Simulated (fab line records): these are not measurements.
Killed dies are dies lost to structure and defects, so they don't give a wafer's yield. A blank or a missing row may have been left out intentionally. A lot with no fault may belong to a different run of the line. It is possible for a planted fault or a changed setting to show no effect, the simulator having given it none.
Struck lot and sound lot, side by side :: flow nand-harc :: 13 steps out of a route of 1302
Sound: the wafers L740.4, L740.5, L740.6. Wafers L743.1, L743.4, L743.6 were the ones struck. Last of all comes the cause.
For every step that has rows: the tool of each side, followed by ch and its chambers, followed by its first start. Under that, the readings that differ: sound wafers :: struck wafers :: difference of the means :: sigmas: that difference in standard deviations of wafers without a fault.
alike: readings whose means differ by less than 2 such deviations, and words and numbers that are the same on both sides. not compared: withheld readings, readings that some wafer has no value for, bounds like >300 that may hide the same value, and numbers for which the record gives no deviation and whose values overlap.
Wherever a step has rows on one side only, a row that says differs or no value, or a row with sigmas, the two part there. Numbers that have no deviation but don't overlap get no sigmas and don't part them. A reading missing from all wafers of one side parts the sides only when that side holds two or more wafers.

NHARC_A_STAIRCASE_STRIP_446: strips in O2.
  sound on plasma-asher-02 ch 0,1, day 23 02:25; struck on plasma-asher-01 ch 0,1, day 23 20:35
  alike: drypump-motor-current-A, heater-power-w
  not compared: rf-hours-counter-h
then, 3 steps without rows for these wafers: NHARC_A_STAIRCASE_STRIP_447 (strips in SPM, time 900 s); NHARC_A_STAIRCASE_PRECLEAN_448 (cleans in SC1); NHARC_A_STAIRCASE_SRD_449.
NHARC_A_STAIRCASE_CMP_450: polishes SiO2, target thk 200 nm.
  sound on cmp-02 ch 0,1, day 23 03:04; struck on cmp-04 ch 0,1,2, day 23 21:25
  alike: motor-current-A, slurry-filter-dp-kPa
NHARC_A_STAIRCASE_CMP_152: polishes.
  sound on cmp-02 ch 0,1, day 23 03:08; struck on cmp-04 ch 0,1,2, day 23 21:29
  alike: motor-current-A, slurry-filter-dp-kPa
then, 2 steps without rows for these wafers: NHARC_A_STAIRCASE_SRD_154; NHARC_A_STAIRCASE_ETCH_403 (etches SiO2 in dHF, target depth 108.2 nm).
NHARC_A_STAIRCASE_ETCHBACK_422: etches the open film in CH3F/O2, target depth 40 nm, time 74.286 s.
  sound on rie-diel-13 ch 0,1,2, day 23 03:38; struck on rie-diel-13 ch 1,2,3, day 23 21:58
  alike: bias-w, ch3f-flow-sccm, chamber-pressure-mTorr, drypump-motor-current-A, oes-product-au, rf-vpp-V, showerhead-plenum-p-Torr, throttle-valve-pct
  not compared: rf-hours-counter-h
then, 1 step without rows for these wafers: NHARC_A_STAIRCASE_ETCH_423 (etches SiO2 in dHF, target depth 30 nm).
NHARC_A_STAIRCASE_ETCHBACK_157: etches the open film in CH3F/O2, target depth 90 nm, time 167.14 s.
  sound on rie-diel-02 ch 0,1, day 23 03:57; struck on rie-diel-13 ch 0,1,2, day 23 22:19
  no value came back on the struck wafers for any of 8 readings (bias-w (W), ch3f-flow-sccm (sccm) and others); on the sound wafers bias-w (W) reads 100.4 100.5 100.5
  not compared: rf-hours-counter-h
NHARC_A_STAIRCASE_STRIP_475: strips in O2, time 20 s.
  sound on rie-diel-02 ch 1,2; struck on rie-diel-13 ch 0,2,3, day 23 22:29
  alike: chamber-pressure-mTorr, drypump-motor-current-A, oes-product-au, rf-vpp-V, showerhead-plenum-p-Torr, throttle-valve-pct
  not compared: rf-hours-counter-h
-- jump in the record: it breaks off in module A_STAIRCASE and resumes in module END (first step shown: number 1302 of the route), and 6 days separate the struck wafers' starts before and after --
NHARC_END_SORT_01:
  sound on prober-01 ch 0, day 28 13:10; struck on prober-01 ch 0, day 29 17:53
reading: killed-at-array
sound: 88 70 81
struck: 667 668 667
difference: +588
sigmas: +37

reading: killed-dies
sound: 96 72 83
struck: 677 677 677
difference: +593
sigmas: +35
  alike: killed-at-other, killed-at-periphery, killed-open, killed-short

WHERE THEY PART
Earliest at NHARC_A_STAIRCASE_ETCHBACK_157; latest, in this record, at NHARC_END_SORT_01.

WHY: what had been put in by the simulator
At NHARC_A_STAIRCASE_ETCHBACK_157, the step was skipped entirely on rie-diel-13 from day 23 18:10 on. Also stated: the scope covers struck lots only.
